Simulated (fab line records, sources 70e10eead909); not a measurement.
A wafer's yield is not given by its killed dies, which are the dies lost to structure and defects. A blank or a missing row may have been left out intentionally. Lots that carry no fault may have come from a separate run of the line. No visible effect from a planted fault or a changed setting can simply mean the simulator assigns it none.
Problem report in the 8D (eight disciplines) form, filled by code    flow nandHarc    the parts of the form that need people (team, actions taken, sign-off) are left out

1. THE ISSUE
Mean of sort_bin_3_pct at NHARC_END_SORT_01: 4.6 % across 6 wafers in 2 lots; on wafers with no fault it is 0.6 % (standard deviation 0.37). That puts it +11 standard deviations away from the usual mean.
The first sign was on wafer L685.2 at day 27 19:38, on prober-02. The record holds 6 wafers of 2 lots with a number at this step. By rule, "out" or "out of limits" means more than 4 standard deviations away from the usual mean. Any other wafer with a number is counted as sound.

2. WHAT IT IS, WHAT IT ISN'T
question                     is                                                                                                      is not
which readings at this step  sort_bin_3_pct, defectLimitedYield, killedAtArray, killedDies, sort_bin_2_pct, sortNPass, sortYieldPct  killedAtPeriphery, killedShort
which lots                   L685, L686                                                                                              -
which wafers of those lots   all that have a number                                                                                  -
read on which gauges         prober-02                                                                                               -
when                         from day 27 19:38                                                                                       up to then (0 sound wafers)

3. THE SUSPECTS, EACH WITH WHAT RULES IT OUT
Counting: a tool at a process step up to the reading stays a suspect if it ran every lot that is out and no sound lot after the first of them.
- the gauge at NHARC_END_SORT_01: kept. All the wafers that are out were read on prober-02, and no step on other tools shows them out.
- rieDiel-07 at NHARC_A_BONDPAD_DESCUM_11 (chemistry O2, time 3 s): kept. It ran every lot that is out, first L685 (day 26 09:01), and no sound lot after that.
- pvdSputter-03 at NHARC_A_BONDPAD_PRE_CLEAN_26 (time 30 s): kept. It ran every lot that is out, first L685 (day 26 10:02), and no sound lot after that.
rieDiel-07 at NHARC_A_BONDPAD_DESCUM_11, pvdSputter-03 at NHARC_A_BONDPAD_PRE_CLEAN_26 and prober-02 at NHARC_END_SORT_01 are what is left after counting.

4. THE CAUSE (what the simulator had put in)
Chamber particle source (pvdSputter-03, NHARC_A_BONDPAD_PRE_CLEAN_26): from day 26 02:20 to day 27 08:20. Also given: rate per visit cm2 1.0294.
After counting, 3 suspects remain, this tool included.

5. THE CHAIN OF EFFECTS, in route order
Rows list readings where the struck wafers' mean (over those with a number) sits beyond 3 standard deviations from the usual. Scope: only readings with a usual standard deviation given in the record; hours: median across lots of the time from each lot's start at the first step in this table that gives one to its start at this step; sigmas: change in usual standard deviations.
hours  step               reading             usual   on struck wafers  change  sigmas
0      NHARC_END_SORT_01  defectLimitedYield  91.5 %  76.5              -15.0   -6.0
0      NHARC_END_SORT_01  killedAtArray       52      152               +100    +5.9
0      NHARC_END_SORT_01  killedDies          58      159               +101    +5.9
0      NHARC_END_SORT_01  sort_bin_2_pct      3.0 %   10.3              +7.3    +6.6
0      NHARC_END_SORT_01  sort_bin_3_pct      0.6 %   4.6               +4.0    +11
0      NHARC_END_SORT_01  sortNPass           619     518               -101    -5.9
0      NHARC_END_SORT_01  sortYieldPct        91.5 %  76.5              -15.0   -6.0

6. HOW IT WOULD HAVE BEEN CAUGHT EARLIER
41 hours passed between the start of the fault at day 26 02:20 and the first reading out of limits at a measuring or inspecting step in this record, taken at day 27 19:38.
Tool readings at NHARC_A_BONDPAD_PRE_CLEAN_26 with a usual standard deviation given in the record: none out on any struck wafer, hence no alarm at a limit of 4 standard deviations on them.
By day 27 19:38 the whole set of lots that are out, 2 in number, had already begun NHARC_A_BONDPAD_PRE_CLEAN_26 on pvdSputter-03. Holding the tool at that point would not have protected any of them.
